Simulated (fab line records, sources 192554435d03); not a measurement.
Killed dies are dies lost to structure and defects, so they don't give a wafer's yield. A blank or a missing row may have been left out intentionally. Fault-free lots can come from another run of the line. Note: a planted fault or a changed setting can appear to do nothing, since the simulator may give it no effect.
Split-lot experiment || flow n5Finfet || 39 wafers read from 7 lots, route of 1938 steps

ON THE SPLIT
At N5_DUMMY_GATE_ETCH_42 (etches SiO2 in CHF3/O2, target depth 3.5 nm, time 31 s), the setting biasW was moved away from the recipe's 12 W on 15 of the 39 wafers read, by -15.6% to +19.0%. This setting was run at the recipe's value on the other wafers.

The reading is taken at the split's own step.

THE READING
rfVppV, in V, at N5_DUMMY_GATE_ETCH_42 (etches SiO2 in CHF3/O2, target depth 3.5 nm, time 31 s). A value of 42.4 V with a standard deviation of 0.87 V is what fault-free wafers of this fab line usually give.

{"wafer": "L074.1", "tool, chamber at the split": "rieDiel-03, 0", "biasW as run, W": 12, "against the recipe": "recipe", "rfVppV, V": 42.4, "against lot-mates on the recipe": "-"}
{"wafer": "L074.2", "tool, chamber at the split": "rieDiel-03, 2", "biasW as run, W": 14.28, "against the recipe": "+19.0%", "rfVppV, V": 48.1, "against lot-mates on the recipe": "+5.7"}
{"wafer": "L074.3", "tool, chamber at the split": "rieDiel-03, 3", "biasW as run, W": 12, "against the recipe": "recipe", "rfVppV, V": 42.6, "against lot-mates on the recipe": "-"}
{"wafer": "L074.4", "tool, chamber at the split": "rieDiel-03, 1", "biasW as run, W": 12, "against the recipe": "recipe", "rfVppV, V": 42.2, "against lot-mates on the recipe": "-"}
{"wafer": "L074.5", "tool, chamber at the split": "rieDiel-03, 3", "biasW as run, W": 14.28, "against the recipe": "+19.0%", "rfVppV, V": 48.3, "against lot-mates on the recipe": "+5.9"}
{"wafer": "L074.6", "tool, chamber at the split": "rieDiel-03, 2", "biasW as run, W": 14.28, "against the recipe": "+19.0%", "rfVppV, V": 47.6, "against lot-mates on the recipe": "+5.2"}
{"wafer": "L079.1", "tool, chamber at the split": "rieDiel-05, 0", "biasW as run, W": 11.29, "against the recipe": "-5.9%", "rfVppV, V": 39.1, "against lot-mates on the recipe": -3.7}
{"wafer": "L079.2", "tool, chamber at the split": "rieDiel-05, 1", "biasW as run, W": 11.29, "against the recipe": "-5.9%", "rfVppV, V": 40.8, "against lot-mates on the recipe": -2.0}
{"wafer": "L079.3", "tool, chamber at the split": "rieDiel-05, 2", "biasW as run, W": 12, "against the recipe": "recipe", "rfVppV, V": 42.2, "against lot-mates on the recipe": "-"}
{"wafer": "L079.4", "tool, chamber at the split": "rieDiel-05, 3", "biasW as run, W": 11.29, "against the recipe": "-5.9%", "rfVppV, V": 39.9, "against lot-mates on the recipe": -2.9}
{"wafer": "L079.5", "tool, chamber at the split": "rieDiel-05, 1", "biasW as run, W": 12, "against the recipe": "recipe", "rfVppV, V": 43.5, "against lot-mates on the recipe": "-"}
{"wafer": "L079.6", "tool, chamber at the split": "rieDiel-05, 0", "biasW as run, W": 12, "against the recipe": "recipe", "rfVppV, V": 42.8, "against lot-mates on the recipe": "-"}
{"wafer": "L081.1", "tool, chamber at the split": "rieDiel-05, 3", "biasW as run, W": 10.64, "against the recipe": "-11.3%", "rfVppV, V": 37.4, "against lot-mates on the recipe": -5.7}
{"wafer": "L081.2", "tool, chamber at the split": "rieDiel-05, 1", "biasW as run, W": 12, "against the recipe": "recipe", "rfVppV, V": 43.7, "against lot-mates on the recipe": "-"}
{"wafer": "L081.3", "tool, chamber at the split": "rieDiel-05, 2", "biasW as run, W": 10.64, "against the recipe": "-11.3%", "rfVppV, V": 38.7, "against lot-mates on the recipe": -4.4}
{"wafer": "L081.4", "tool, chamber at the split": "rieDiel-05, 0", "biasW as run, W": 12, "against the recipe": "recipe", "rfVppV, V": 42.7, "against lot-mates on the recipe": "-"}
{"wafer": "L081.5", "tool, chamber at the split": "rieDiel-05, 0", "biasW as run, W": 10.64, "against the recipe": "-11.3%", "rfVppV, V": 40.4, "against lot-mates on the recipe": -2.7}
{"wafer": "L081.6", "tool, chamber at the split": "rieDiel-05, 1", "biasW as run, W": 12, "against the recipe": "recipe", "rfVppV, V": 42.9, "against lot-mates on the recipe": "-"}
{"wafer": "L082.1", "tool, chamber at the split": "rieDiel-06, 3", "biasW as run, W": 12, "against the recipe": "recipe", "rfVppV, V": 42.5, "against lot-mates on the recipe": "-"}
{"wafer": "L082.2", "tool, chamber at the split": "rieDiel-06, 0", "biasW as run, W": 12, "against the recipe": "recipe", "rfVppV, V": 43.0, "against lot-mates on the recipe": "-"}
{"wafer": "L082.3", "tool, chamber at the split": "rieDiel-06, 2", "biasW as run, W": 10.13, "against the recipe": "-15.6%", "rfVppV, V": 37.5, "against lot-mates on the recipe": -5.3}
{"wafer": "L082.4", "tool, chamber at the split": "rieDiel-06, 1", "biasW as run, W": 12, "against the recipe": "recipe", "rfVppV, V": 42.9, "against lot-mates on the recipe": "-"}
{"wafer": "L082.5", "tool, chamber at the split": "rieDiel-06, 2", "biasW as run, W": 10.13, "against the recipe": "-15.6%", "rfVppV, V": 35.7, "against lot-mates on the recipe": -7.1}
{"wafer": "L082.6", "tool, chamber at the split": "rieDiel-06, 1", "biasW as run, W": 10.13, "against the recipe": "-15.6%", "rfVppV, V": 38.8, "against lot-mates on the recipe": -4.0}
{"wafer": "L087.1", "tool, chamber at the split": "rieDiel-06, 2", "biasW as run, W": 12, "against the recipe": "recipe", "rfVppV, V": 43.8, "against lot-mates on the recipe": "-"}
{"wafer": "L087.2", "tool, chamber at the split": "rieDiel-06, 0", "biasW as run, W": 12, "against the recipe": "recipe", "rfVppV, V": 43.2, "against lot-mates on the recipe": "-"}
{"wafer": "L087.3", "tool, chamber at the split": "rieDiel-06, 1", "biasW as run, W": 13.18, "against the recipe": "+9.8%", "rfVppV, V": 46.7, "against lot-mates on the recipe": "+3.4"}
{"wafer": "L087.4", "tool, chamber at the split": "rieDiel-06, 3", "biasW as run, W": 12, "against the recipe": "recipe", "rfVppV, V": 42.9, "against lot-mates on the recipe": "-"}
{"wafer": "L087.5", "tool, chamber at the split": "rieDiel-06, 0", "biasW as run, W": 13.18, "against the recipe": "+9.8%", "rfVppV, V": 44.1, "against lot-mates on the recipe": "+0.8"}
{"wafer": "L087.6", "tool, chamber at the split": "rieDiel-06, 3", "biasW as run, W": 13.18, "against the recipe": "+9.8%", "rfVppV, V": 44.4, "against lot-mates on the recipe": "+1.1"}
{"wafer": "L092.1", "tool, chamber at the split": "rieDiel-03, 2", "biasW as run, W": 12, "against the recipe": "recipe", "rfVppV, V": 43.6, "against lot-mates on the recipe": "-"}
{"wafer": "L092.4", "tool, chamber at the split": "rieDiel-03, 3", "biasW as run, W": 12, "against the recipe": "recipe", "rfVppV, V": 42.6, "against lot-mates on the recipe": "-"}
{"wafer": "L092.6", "tool, chamber at the split": "rieDiel-03, 3", "biasW as run, W": 12, "against the recipe": "recipe", "rfVppV, V": 42.4, "against lot-mates on the recipe": "-"}
{"wafer": "L097.1", "tool, chamber at the split": "rieDiel-06, 1", "biasW as run, W": 12, "against the recipe": "recipe", "rfVppV, V": 42.5, "against lot-mates on the recipe": "-"}
{"wafer": "L097.2", "tool, chamber at the split": "rieDiel-06, 0", "biasW as run, W": 12, "against the recipe": "recipe", "rfVppV, V": 40.5, "against lot-mates on the recipe": "-"}
{"wafer": "L097.3", "tool, chamber at the split": "rieDiel-06, 3", "biasW as run, W": 12, "against the recipe": "recipe", "rfVppV, V": 42.0, "against lot-mates on the recipe": "-"}
{"wafer": "L097.4", "tool, chamber at the split": "rieDiel-06, 2", "biasW as run, W": 12, "against the recipe": "recipe", "rfVppV, V": 42.0, "against lot-mates on the recipe": "-"}
{"wafer": "L097.5", "tool, chamber at the split": "rieDiel-06, 0", "biasW as run, W": 12, "against the recipe": "recipe", "rfVppV, V": 40.6, "against lot-mates on the recipe": "-"}
{"wafer": "L097.6", "tool, chamber at the split": "rieDiel-06, 1", "biasW as run, W": 12, "against the recipe": "recipe", "rfVppV, V": 41.3, "against lot-mates on the recipe": "-"}

FIT RESULTS
A straight line over all 39 wafers: rfVppV changes by +0.308 V for each +1% of biasW; r = +0.94; the points scatter about the line by 0.96 V.
The same after taking each lot's own level away (the mean of its wafers on the recipe; 39 wafers): +0.316 V for each +1%; r = +0.95; scatter 0.89 V.
According to that fit, moving biasW by its largest amount changes the reading by 6 V.
From 41.48 to 43.30 V: that is the span of the lots' own levels, equal to 2.1 times the standard deviation above.
Hence the lot-to-lot level has little effect on the slope; both slopes agree.
Check: +5.7 V against its lot-mates is what the line predicts for one of the wafers moved furthest among these (+19.0%) when that wafer is left out of the fit. It came out at +5.7 V against them.
Tool readings at the split's step, against how far the setting was moved: rfVppV r = +0.94.

FURTHER SPLITS ON THESE WAFERS
These wafers also went through other splits before the reading. Each is held against what the fit with the lots' levels taken away leaves over:
{"other split on the same wafers": "N5_FIN_SAQP_SPACER2_ALD_28 targetThkA", "wafers away from the commonest value": 12, "r with rfVppV (lot level and that fit taken away)": -0.06}
{"other split on the same wafers": "N5_DUMMY_GATE_ETCH_31 targetDepthA", "wafers away from the commonest value": 12, "r with rfVppV (lot level and that fit taken away)": -0.16}

THE FILE'S OWN FIT
rfVppV changes by +0.318 V for each +1% of biasW, r = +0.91.
